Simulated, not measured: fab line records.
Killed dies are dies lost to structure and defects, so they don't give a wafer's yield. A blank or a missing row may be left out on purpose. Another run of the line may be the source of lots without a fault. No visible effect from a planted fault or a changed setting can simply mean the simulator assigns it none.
Problem report in the 8D (eight disciplines) form, filled by code :: flow n5 finfet :: the parts of the form that need people (team, actions taken, sign-off) are left out

## 1. WHAT IS WRONG
spin speed rpm at N5_BEOL_M3_COAT_05 reads a mean of 1446.9 rpm on 6 wafers of 2 lots; wafers without a fault read 1499.9 rpm with a standard deviation of 0.95. That is -56 standard deviations from the usual mean.
The step: resist thk 30 nm.
Earliest sighting: wafer L510.1 on litho track-05 at day 9 13:06. The record has a number at this step for 33 wafers belonging to 11 lots. The rule behind "out" and "out of limits": a value lying over 4 standard deviations away from the usual mean. The other wafers with a number count as sound.

## 2. WHAT THIS IS AND IS NOT
question: which readings at this step
is: spin speed rpm
is not: -

question: which lots
is: L509, L510
is not: L503, L512, L513, L515, L517, L518, L520, L521, L523

question: which wafers of those lots
is: all that have a number
is not: -

question: read on which tools
is: litho track-05
is not: litho track-01, litho track-03

question: when
is: from day 9 13:06
is not: up to then (3 sound wafers); but 24 sound wafers of L512, L513, L515, L517, L518, L520, L521, L523 came after

## 3. WHAT RULES OUT EACH SUSPECT
Counting: any tool at a process step up to the reading is kept as a suspect provided that every lot that is out went through it and no sound lot did after the first of them.
- litho track-05 at N5_BEOL_M3_COAT_05 (resist thk 30 nm): ruled out as a lasting fault. Following L510 (day 9 13:06), the first lot on it that is out, the sound lots L521 were run on it.
Left after counting: nothing in the record.

## 4. THE CAUSE (what the simulator had put in)
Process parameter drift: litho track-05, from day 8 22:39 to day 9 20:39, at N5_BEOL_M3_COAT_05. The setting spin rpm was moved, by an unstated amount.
Counting ruled it out, wrongly.

## 5. THE EFFECT CHAIN, in route order
Rows list readings where the struck wafers' mean (over those with a number) sits beyond 3 standard deviations from the usual. Only readings for which the record gives a usual standard deviation are gone through. hours: the time from each lot's start at the first step in this table that gives one to its start at this step, as a median over the lots. sigmas: the change in usual standard deviations.
hours: 0
step: N5_BEOL_M3_COAT_05
reading: spin speed rpm
usual: 1499.9 rpm
on struck wafers: 1446.9
change: -53.0
sigmas: -56
It contains these process steps:
- N5_BEOL_M3_COAT_05: resist thk 30 nm.
Later measuring or inspecting steps at which every struck wafer that the step has a row for has a number for every such reading, and none has moved that far: N5_BEOL_M3_CD_MEAS_11, N5_BEOL_M4_RC_MEAS_101.

## 6. HOW IT WOULD HAVE BEEN CAUGHT EARLIER
14 hours passed between the start of the fault at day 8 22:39 and the first reading out of limits in this record, taken at day 9 13:06.
